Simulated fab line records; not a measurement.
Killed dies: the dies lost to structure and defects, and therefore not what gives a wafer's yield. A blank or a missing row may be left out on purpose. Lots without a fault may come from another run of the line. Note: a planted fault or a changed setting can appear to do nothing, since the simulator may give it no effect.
fab line records	flow n5Finfet	part 1 of 2: steps 1 to 28 of 37
record lots=5	wafers=15	lastDay=17
route steps=1938 shown STI_FIN_REVEAL@198 DUMMY_GATE@212
lots with no fault: from the same line, run without faults
startH: start of the lot's first displayed wafer, in hours after the record's first day	waitH: hours elapsed since this lot's preceding step	" the same as in the row above	L1.1+2: a single row standing in for several wafers	- either no value or no given start	* or withheld: withheld	< > ~ a bound
route shown NAME@n: names a module that has steps shown in the file, with the first one's number in the route	usual: mean/standard deviation of fault-free wafers	same: alike in all rows	chamber/n: place in a boat	sites: the reading at each site	_std_site: how widely they spread, as a standard deviation	_edge_site: outer sites' mean less inner sites'	radiusMm: how far each site lies from the wafer's centre	mask NAME#n: copy n	behind: tool/chamber where the wafer was last shaped	hold: the reason the lot was held/the length of the hold in hours/how it ended	device: the n, p or np transistor that did not switch	end of line: the tests these same wafers got at the end of their route	a step given without rows: its recipe and nothing more	killed: the dies lost at the first sort to structure and to defects; this is not the yield of the wafer	map: dies across one wafer; x = killed, . = not, _ = none there
set.NAME: setting as actually run; set.NAME@STEP: the setting as run at that earlier step	model.NAME: the simulator's own value behind a step, which no gauge read
a table for each step, a row for each wafer; lots at some steps of the route
services: when a tool's chamber went out of use (startH, in hours from the record's first day, below 0 if earlier), for how many hours, and the reason
## steps
# step N5_STI_FIN_REVEAL_PRECLEAN_17
# recipe chemistry=NF3:NH3	afsCycles=1	tempC=30	timeS=20	sublimationTempC=180	sublimationTimeS=60	pressureTorr=3	rfPowerW=30
lot.wafer	tool	chamber	startH	waitH
L077.2+3+4	remotePlasma-01	1	55.16	0.1
L080.1+3+4	remotePlasma-02	1	73.31	0.0
L082.1+3+4	remotePlasma-02	1	85.14	0.0
L095.2+3+5	remotePlasma-01	0	163.49	0.1
L096.1+3+5	remotePlasma-01	0	169.48	0.0
# step N5_STI_FIN_REVEAL_ETCH_34
# recipe chemistry=H2	mode=isotropic	material=Si	target=Si	targetDepthA=9.7	tempC=20	pressureMtorr=4.5	icpW=300	biasW=0	h2FlowSccm=7.5	heFlowSccm=142.5
# usual drypumpMotorCurrentA=5.8/0.46	h2FlowSccm=7.497/0.021	oesProductAu=1.006/0.014	throttleValvePct=25.8/0.48
lot.wafer	tool	chamber	startH	waitH	drypumpMotorCurrentA	h2FlowSccm	oesProductAu	rfHoursCounterH	throttleValvePct
L077.2	rieSi-04	3	55.49	0.3	6.0	7.469	0.991	194	25.7
L077.3	"	2	"	"	5.8	7.521	1.006	75	25.6
L077.4	"	1	"	"	6.5	7.484	1.023	63	26.6
L080.1	rieSi-02	3	73.52	0.2	5.8	7.510	1.016	103	26.0
L080.3	"	0	"	"	5.3	7.496	0.988	191	26.4
L080.4	"	1	"	"	6.3	7.492	0.987	152	24.9
L082.1	rieSi-06	1	85.34	0.2	5.9	7.523	0.994	121	25.2
L082.3	"	0	"	"	6.2	7.489	1.015	7	26.0
L082.4	"	2	"	"	5.1	7.510	0.987	77	25.6
L095.2	rieSi-04	1	163.66	0.1	6.5	7.521	1.008	64	26.6
L095.3	"	0	"	"	5.8	7.521	0.992	25	25.8
L095.5	"	2	"	"	5.8	7.468	1.005	-	25.6
L096.1	rieSi-06	1	169.68	0.2	5.9	7.516	1.012	122	25.2
L096.3	"	0	"	"	6.2	7.500	1.022	9	26.0
L096.5	"	2	"	"	5.1	7.476	0.982	-	25.6
# step N5_STI_FIN_REVEAL_OXIDATION_31
# recipe chemistry=O2_PLASMA_REMOTE	tempC=150	timeS=20	pressureMtorr=1000	sourcePowerW=2000	o2FlowSccm=3000
# usual drypumpMotorCurrentA=5.7/0.58	heaterPowerW=140/9.3
lot.wafer	tool	chamber	startH	waitH	drypumpMotorCurrentA	heaterPowerW	rfHoursCounterH
L077.2	plasmaAsher-02	0	55.55	0.0	6.4	131	31
L077.3	"	0	"	"	6.4	128	-
L077.4	"	1	"	"	5.5	154	-
L080.1	plasmaAsher-02	1	73.58	0.0	5.5	150	34
L080.3	"	1	"	"	5.5	153	-
L080.4	"	0	"	"	6.4	131	-
L082.1	plasmaAsher-01	0	85.40	0.0	5.7	139	87
L082.3	"	0	"	"	5.7	137	-
L082.4	"	1	"	"	4.7	137	-
L095.2	plasmaAsher-02	1	163.72	0.0	5.5	149	55
L095.3	"	0	"	"	6.4	130	-
L095.5	"	0	"	"	6.4	132	-
L096.1	plasmaAsher-02	1	169.74	0.0	5.5	153	56
L096.3	"	0	"	"	6.4	126	-
L096.5	"	1	"	"	5.5	148	-
# step N5_STI_FIN_REVEAL_PRECLEAN_32
# recipe chemistry=NF3:NH3	afsCycles=1	tempC=30	timeS=20	sublimationTempC=180	sublimationTimeS=60	pressureTorr=3	rfPowerW=30
lot.wafer	tool	chamber	startH	waitH
L077.2+3+4	remotePlasma-02	1	55.66	0.1
L080.1+3+4	remotePlasma-01	0	73.66	0.1
L082.1+3+4	remotePlasma-01	0	85.49	0.1
L095.2+3+5	remotePlasma-01	0	163.83	0.1
L096.1+3+5	remotePlasma-02	0	169.83	0.1
# step N5_STI_FIN_REVEAL_STRIP_35
# recipe chemistry=H3PO4	material=Si3N4	tempC=165	targetDepthA=40	timeS=39
lot.wafer	tool	chamber	startH	waitH
L077.2+3+4	wetBench-03	7,3,0	55.84	0.2
L080.1+3+4	wetBench-01	1,5,0	73.87	0.2
L082.1+3+4	wetBench-01	5,1,0	85.70	0.2
L095.2+3+5	wetBench-01	4,0,7	164.01	0.2
L096.1+3+5	wetBench-05	4,7,2	170.04	0.2
# step N5_STI_FIN_REVEAL_SRD_21
# recipe dry=ipaMarangoni	timeS=30	tempC=23	rinseLiquid=diw
lot.wafer	tool	chamber	startH	waitH
L077.2+3+4	wetBench-03	7,3,0	55.86	0.0
L080.1+3+4	wetBench-01	1,5,0	73.88	0.0
L082.1+3+4	wetBench-01	5,1,0	85.71	0.0
L095.2+3+5	wetBench-01	4,0,7	164.03	0.0
L096.1+3+5	wetBench-05	4,7,2	170.05	0.0
# step N5_STI_FIN_REVEAL_OXIDATION_33
# recipe chemistry=O2_PLASMA_REMOTE	tempC=150	timeS=20	pressureMtorr=1000	sourcePowerW=2000	o2FlowSccm=3000
# usual drypumpMotorCurrentA=5.6/0.59	heaterPowerW=140/9.1
lot.wafer	tool	chamber	startH	waitH	drypumpMotorCurrentA	heaterPowerW	rfHoursCounterH
L077.2	plasmaAsher-01	0	56.05	0.2	5.7	141	82
L077.3	"	0	"	"	5.7	145	-
L077.4	"	1	"	"	4.7	137	-
L080.1	plasmaAsher-01	1	73.93	0.0	4.7	136	85
L080.3	"	1	"	"	4.7	138	-
L080.4	"	0	"	"	5.7	136	-
L082.1	plasmaAsher-01	1	85.75	0.0	4.7	139	87
L082.3	"	1	"	"	4.7	137	-
L082.4	"	0	"	"	5.7	141	-
L095.2	plasmaAsher-01	1	164.07	0.0	4.7	134	101
L095.3	"	1	"	"	4.7	135	-
L095.5	"	1	"	"	4.7	137	-
L096.1	plasmaAsher-01	1	170.10	0.0	4.7	137	102
L096.3	"	0	"	"	5.8	138	-
L096.5	"	0	"	"	5.7	142	-
# step N5_STI_FIN_REVEAL_CLEAN_19
# recipe chemistry=O3/DIW	tempC=25	timeS=120	o3Ppm=10
lot.wafer	tool	chamber	startH	waitH
L077.2+3+4	wetBench-01	1,0,4	56.14	0.1
L080.1+3+4	wetBench-05	0,5,1	74.01	0.1
L082.1+3+4	wetBench-05	7,3,2	85.84	0.1
L095.2+3+5	wetBench-03	3,0,7	164.16	0.1
L096.1+3+5	wetBench-01	5,4,7	170.19	0.1
# step N5_STI_FIN_REVEAL_SRD_23
# recipe dry=ipaMarangoni	timeS=30	tempC=23	rinseLiquid=diw
lot.wafer	tool	chamber	startH	waitH
L077.2+3+4	wetBench-01	1,0,4	56.18	0.0
L080.1+3+4	wetBench-05	0,5,1	74.05	0.0
L082.1+3+4	wetBench-05	7,3,2	85.88	0.0
L095.2+3+5	wetBench-03	3,0,7	164.20	0.0
L096.1+3+5	wetBench-01	5,4,7	170.22	0.0
# step N5_STI_FIN_REVEAL_CD_MEAS_22
# recipe targetCdNm=6.238	pitchNm=28	polarity=line
# usual cdNm=6.30/0.27
lot.wafer	tool	chamber	startH	waitH	cdNm
L077.2	cdSem-02	-	56.22	0.0	6.45
L077.3	"	-	"	"	6.54
L077.4	"	-	"	"	6.33
L080.1	cdSem-02	-	74.09	0.0	5.89
L080.3	"	-	"	"	6.33
L080.4	"	-	"	"	6.27
L082.1	cdSem-02	-	85.92	0.0	6.48
L082.3	"	-	"	"	5.97
L082.4	"	-	"	"	6.12
L095.2	cdSem-03	-	164.24	0.0	6.37
L095.3	"	-	"	"	6.79
L095.5	"	-	"	"	6.53
L096.1	cdSem-03	-	170.26	0.0	6.69
L096.3	"	-	"	"	6.59
L096.5	"	-	"	"	6.13
# step N5_STI_FIN_REVEAL_FIN_H_MEAS_10
# usual trenchDepthNm=51.8/0.67
lot.wafer	tool	chamber	startH	waitH	trenchDepthNm
L077.2	ocd-01	-	56.25	0.0	52.0
L077.3	"	-	"	"	51.6
L077.4	"	-	"	"	51.0
L080.1	ocd-02	-	74.12	0.0	51.5
L080.3	"	-	"	"	51.8
L080.4	"	-	"	"	50.9
L082.1	ocd-02	-	85.95	0.0	52.2
L082.3	"	-	"	"	52.5
L082.4	"	-	"	"	52.8
L095.2	ocd-01	-	164.27	0.0	51.4
L095.3	"	-	"	"	52.1
L095.5	"	-	"	"	51.5
L096.1	ocd-02	-	170.29	0.0	51.6
L096.3	"	-	"	"	51.5
L096.5	"	-	"	"	51.8
# step N5_STI_FIN_REVEAL_PRECLEAN_18
# recipe chemistry=SC2	timeS=45	tempC=35	mix=1:1:50
lot.wafer	tool	chamber	startH	waitH
L077.2+3+4	wetBench-01	5,7,3	56.28	0.0
L080.1+3+4	wetBench-03	6,7,1	74.15	0.0
L082.1+3+4	wetBench-03	3,2,7	85.99	0.0
L095.2+3+5	wetBench-05	1,6,7	164.30	0.0
L096.1+3+5	wetBench-01	0,7,4	170.33	0.0
# step N5_STI_FIN_REVEAL_SRD_28
# recipe dry=ipaMarangoni	timeS=30	tempC=23	rinseLiquid=diw
lot.wafer	tool	chamber	startH	waitH
L077.2+3+4	wetBench-01	5,7,3	56.29	0.0
L080.1+3+4	wetBench-03	6,7,1	74.17	0.0
L082.1+3+4	wetBench-03	3,2,7	86.00	0.0
L095.2+3+5	wetBench-05	1,6,7	164.32	0.0
L096.1+3+5	wetBench-01	0,7,4	170.34	0.0
# step N5_STI_FIN_REVEAL_INSPECT_13
# recipe inspectInstrument=darkfield	mode=postClean
# usual rawDefectCount=12/5.9
lot.wafer	tool	chamber	startH	waitH	rawDefectCount
L077.2	defectInspect-01	-	56.33	0.0	18
L077.3	"	-	"	"	14
L077.4	"	-	"	"	5
L080.1	defectInspect-01	-	74.22	0.0	7
L080.3	"	-	"	"	6
L080.4	"	-	"	"	8
L082.1	defectInspect-02	-	86.04	0.0	13
L082.3	"	-	"	"	32
L082.4	"	-	"	"	12
L095.2	defectInspect-02	-	164.36	0.0	8
L095.3	"	-	"	"	9
L095.5	"	-	"	"	15
L096.1	defectInspect-01	-	170.38	0.0	10
L096.3	"	-	"	"	14
L096.5	"	-	"	"	4
# step N5_DUMMY_GATE_PRECLEAN_00
# recipe chemistry=O3/DIW	timeS=60	tempC=22	o3Ppm=10
lot.wafer	tool	chamber	startH	waitH
L077.2+3+4	wetBench-02	7,3,6	56.36	0.0
L080.1+3+4	wetBench-06	7,3,2	74.25	0.0
L082.1+3+4	wetBench-02	1,7,4	86.07	0.0
L095.2+3+5	wetBench-06	7,5,4	164.38	0.0
L096.1+3+5	wetBench-02	6,3,1	170.41	0.0
# step N5_DUMMY_GATE_SRD_01
# recipe timeS=30	tempC=23	rinseLiquid=diw	dry=ipaMarangoni
lot.wafer	tool	chamber	startH	waitH
L077.2+3+4	wetBench-02	7,3,6	56.38	0.0
L080.1+3+4	wetBench-06	7,3,2	74.27	0.0
L082.1+3+4	wetBench-02	1,7,4	86.09	0.0
L095.2+3+5	wetBench-06	7,5,4	164.40	0.0
L096.1+3+5	wetBench-02	6,3,1	170.43	0.0
# step N5_DUMMY_GATE_ALD_02
# recipe material=SiO2	targetThkA=20	tempC=300	aldPrecursorFamily=BDEAS	aldCoReactant=O2-plasma	pulseTimeS=1	pressureTorr=2
# usual heaterPowerW=486/43	precursorPulseHeightRel=1.000/0.02
lot.wafer	tool	chamber	startH	waitH	heaterPowerW	precursorPulseHeightRel
L077.2	aldSin-04	0	56.43	0.0	467	1.011
L077.3	"	3	"	"	437	0.981
L077.4	"	1	"	"	460	0.968
L080.1	aldSin-04	3	74.74	0.5	419	0.966
L080.3	"	1	"	"	462	1.064
L080.4	"	0	"	"	468	1.022
L082.1	aldSin-02	1	86.14	0.0	443	1.003
L082.3	"	2	"	"	452	1.017
L082.4	"	0	"	"	552	0.974
L095.2	aldSin-01	2	164.45	0.0	453	0.994
L095.3	"	3	"	"	435	0.989
L095.5	"	3	"	"	428	1.043
L096.1	aldSin-02	2	170.89	0.4	441	0.997
L096.3	"	0	"	"	551	1.006
L096.5	"	0	"	"	539	0.967
# step N5_DUMMY_GATE_CVD_03
# recipe material=a-Si	targetThkA=1500	tempC=530	precursor=SiH4	timeS=8042
# usual spikeTcLowerC=529.7/0.8
lot.wafer	tool	chamber	startH	waitH	spikeTcLowerC
L077.2	lpcvd-01	0/45	56.53	0.1	529.0
L077.3	"	0/50	"	"	529.0
L077.4	"	0/54	"	"	529.0
L080.1	lpcvd-01	1/40	74.85	0.1	531.3
L080.3	"	1/50	"	"	531.3
L080.4	"	1/54	"	"	531.3
L082.1	lpcvd-01	1/90	86.24	0.1	530.3
L082.3	"	1/100	"	"	530.3
L082.4	"	1/104	"	"	530.3
L095.2	lpcvd-01	1/95	164.55	0.1	530.0
L095.3	"	1/100	"	"	530.0
L095.5	"	1/109	"	"	530.0
L096.1	lpcvd-01	0/90	171.00	0.1	529.0
L096.3	"	0/100	"	"	529.0
L096.5	"	0/109	"	"	529.0
# step N5_DUMMY_GATE_PRECLEAN_46
# recipe chemistry=DIW	timeS=89.5	tempC=23
lot.wafer	tool	chamber	startH	waitH
L077.2+3+4	wetBench-02	2,5,0	60.22	0.0
L080.1+3+4	wetBench-04	6,7,2	78.52	0.0
L082.1+3+4	wetBench-02	7,3,0	89.92	0.0
L095.2+3+5	wetBench-04	2,4,3	168.23	0.0
L096.1+3+5	wetBench-02	7,3,4	174.69	0.0
# step N5_DUMMY_GATE_SRD_47
# recipe dryTimeS=32	dry=n2Spin	spinRpm=1500
lot.wafer	tool	chamber	startH	waitH
L077.2+3+4	wetBench-02	2,5,0	60.25	0.0
L080.1+3+4	wetBench-04	6,7,2	78.55	0.0
L082.1+3+4	wetBench-02	7,3,0	89.95	0.0
L095.2+3+5	wetBench-04	2,4,3	168.26	0.0
L096.1+3+5	wetBench-02	7,3,4	174.71	0.0
# step N5_DUMMY_GATE_CMP_04
# recipe material=a-Si	postCmpClean=alkalineBrush
# usual motorCurrentA=10.0/0.96	padLifeWafers=863/570	timeToEndpointS=14.2/2.1
lot.wafer	tool	chamber	startH	waitH	motorCurrentA	padLifeWafers	timeToEndpointS
L077.3	cmp-03	0	60.46	0.2	9.1	492	11.2
L077.4	"	1	"	"	9.3	493	9.9
L077.2	"	3	"	"	10.6	495	12.6
L080.4	cmp-03	3	78.61	0.1	10.5	637	13.7
L080.1	"	0	"	"	9.1	638	13.9
L080.3	"	1	"	"	9.7	639	12.8
L082.4	cmp-04	1	89.98	0.0	8.7	216	14.0
L082.1	"	2	"	"	11.2	217	13.6
L082.3	"	0	"	"	9.7	219	15.2
L095.3	cmp-04	3	168.35	0.1	9.8	902	11.1
L095.2	"	0	"	"	9.5	903	14.2
L095.5	"	2	"	"	11.3	-	9.4
L096.3	cmp-03	0	174.74	0.0	9.2	1320	14.7
L096.1	"	3	"	"	10.5	1323	15.8
L096.5	"	0	"	"	9.2	-	14.2
# step N5_DUMMY_GATE_THK_MEAS_05
# usual thkNm=72.3/0.92
lot.wafer	tool	chamber	startH	waitH	thkNm
L077.2	filmMetro-02	-	60.70	0.1	71.5
L077.3	"	-	"	"	71.3
L077.4	"	-	"	"	70.9
L080.1	filmMetro-01	-	78.82	0.1	73.4
L080.3	"	-	"	"	73.5
L080.4	"	-	"	"	72.7
L082.1	filmMetro-02	-	90.22	0.2	72.2
L082.3	"	-	"	"	73.4
L082.4	"	-	"	"	73.4
L095.2	filmMetro-01	-	168.53	0.1	72.6
L095.3	"	-	"	"	71.4
L095.5	"	-	"	"	71.8
L096.1	filmMetro-02	-	174.98	0.1	72.9
L096.3	"	-	"	"	73.2
L096.5	"	-	"	"	70.9
# step N5_DUMMY_GATE_HM_DEP_06
# recipe material=SiNx	targetThkA=800	precursor=DCS/NH3	tempC=700	pressureMtorr=300	timeS=5141
# usual spikeTcLowerC=699.9/0.83
lot.wafer	tool	chamber	startH	waitH	spikeTcLowerC
L077.2	lpcvd-01	0/20	60.73	0.0	698.8
L077.3	"	0/25	"	"	698.8
L077.4	"	0/29	"	"	698.8
L080.1	lpcvd-01	1/15	78.85	0.0	700.5
L080.3	"	1/25	"	"	700.5
L080.4	"	1/29	"	"	700.5
L082.1	lpcvd-01	0/15	90.25	0.0	699.2
L082.3	"	0/25	"	"	699.2
L082.4	"	0/29	"	"	699.2
L095.2	lpcvd-02	1/70	168.56	0.0	700.2
L095.3	"	1/75	"	"	700.2
L095.5	"	1/84	"	"	700.2
L096.1	lpcvd-02	0/40	175.01	0.0	700.2
L096.3	"	0/50	"	"	700.2
L096.5	"	0/59	"	"	700.2
# step N5_DUMMY_GATE_PECVD_30
# recipe material=SiO2	targetThkA=550	tempC=400	precursor=TEOS/O2	pressureTorr=6.5	rfW=withheld	teosFlowSccm=withheld	gas=O2	flowSccm=2650	timeS=10.8
lot.wafer	tool	chamber	startH	waitH
L077.2+3+4	pecvd-03	0,1,0	64.67	0.0
L080.1+3+4	pecvd-01	2,0,2	82.79	0.0
L082.1+3+4	pecvd-01	0,2,1	94.19	0.0
L095.2+3+5	pecvd-01	0,1,1	172.50	0.0
L096.1+3+5	pecvd-03	1,2,2	178.95	0.0
# step N5_DUMMY_GATE_COAT_34
# recipe resist=SOC	tempC=250	timeS=60	spinRpm=1500	resistThkNm=60
# usual chillPlateTempC=22.97/0.12	heaterPowerTotalW=500.3/1.8
lot.wafer	tool	chamber	startH	waitH	chillPlateTempC	heaterPowerTotalW
L077.2	lithoTrack-03	0	64.73	0.0	22.96	501.9
L077.3	"	0	"	"	23.02	499.1
L077.4	"	0	"	"	22.96	502.9
L080.1	lithoTrack-01	0	82.87	0.1	23.03	500.9
L080.3	"	0	"	"	23.02	498.2
L080.4	"	0	"	"	23.14	502.3
L082.1	lithoTrack-03	0	94.25	0.0	22.92	500.8
L082.3	"	0	"	"	22.91	501.1
L082.4	"	0	"	"	23.04	497.9
L095.2	lithoTrack-05	0	172.56	0.0	22.84	498.0
L095.3	"	0	"	"	22.84	502.9
L095.5	"	0	"	"	22.97	500.9
L096.1	lithoTrack-05	0	179.01	0.0	23.07	498.1
L096.3	"	0	"	"	23.12	497.8
L096.5	"	0	"	"	22.99	502.5
# step N5_DUMMY_GATE_COAT_35
# recipe resist=SiARC	tempC=220	timeS=60	spinRpm=1500	resistThkNm=10
# usual chillPlateTempC=23.01/0.12	heaterPowerTotalW=427.3/2
lot.wafer	tool	chamber	startH	waitH	chillPlateTempC	heaterPowerTotalW
L077.2	lithoTrack-03	0	-	-	22.85	426.1
L077.3	"	0	"	"	22.94	428.7
L077.4	"	0	"	"	22.85	425.7
L080.1	lithoTrack-01	0	-	-	22.99	430.2
L080.3	"	0	"	"	22.95	427.5
L080.4	"	0	"	"	23.08	425.8
L082.1	lithoTrack-03	0	-	-	23.09	426.4
L082.3	"	0	"	"	23.13	429.1
L082.4	"	0	"	"	23.08	430.4
L095.2	lithoTrack-05	0	-	-	23.01	429.1
L095.3	"	0	"	"	23.12	426.0
L095.5	"	0	"	"	23.00	425.3
L096.1	lithoTrack-05	0	-	-	23.16	426.7
L096.3	"	0	"	"	23.13	426.5
L096.5	"	0	"	"	22.79	430.0
# step N5_DUMMY_GATE_COAT_28
# recipe resist=underlayer	tempC=205	timeS=60	spinRpm=1500	resistThkNm=10
# usual chillPlateTempC=23.01/0.1	heaterPowerTotalW=391.6/1.3
lot.wafer	tool	chamber	startH	waitH	chillPlateTempC	heaterPowerTotalW
L077.2	lithoTrack-03	0	-	-	22.88	393.3
L077.3	"	0	"	"	22.90	391.1
L077.4	"	0	"	"	23.00	389.8
L080.1	lithoTrack-01	0	-	-	23.10	391.9
L080.3	"	0	"	"	22.82	389.9
L080.4	"	0	"	"	22.98	390.8
L082.1	lithoTrack-03	0	-	-	23.09	389.6
L082.3	"	0	"	"	23.16	393.6
L082.4	"	0	"	"	23.07	390.1
L095.2	lithoTrack-05	0	-	-	23.04	389.6
L095.3	"	0	"	"	23.06	389.4
L095.5	"	0	"	"	23.09	390.4
L096.1	lithoTrack-05	0	-	-	23.07	393.0
L096.3	"	0	"	"	22.86	389.8
L096.5	"	0	"	"	22.97	390.6
# step N5_DUMMY_GATE_COAT_09
# recipe resist=CAR-EUV	spinRpm=1500	resistThkNm=30
# usual chillPlateTempC=23.01/0.11
lot.wafer	tool	chamber	startH	waitH	chillPlateTempC
L077.2	lithoTrack-03	0	-	-	23.02
L077.3	"	0	"	"	22.94
L077.4	"	0	"	"	22.88
L080.1	lithoTrack-01	0	-	-	22.91
L080.3	"	0	"	"	22.93
L080.4	"	0	"	"	23.00
L082.1	lithoTrack-03	0	-	-	22.97
L082.3	"	0	"	"	22.89
L082.4	"	0	"	"	22.98
L095.2	lithoTrack-05	0	-	-	23.11
L095.3	"	0	"	"	23.10
L095.5	"	0	"	"	23.09
L096.1	lithoTrack-05	0	-	-	23.06
L096.3	"	0	"	"	23.12
L096.5	"	0	"	"	23.06
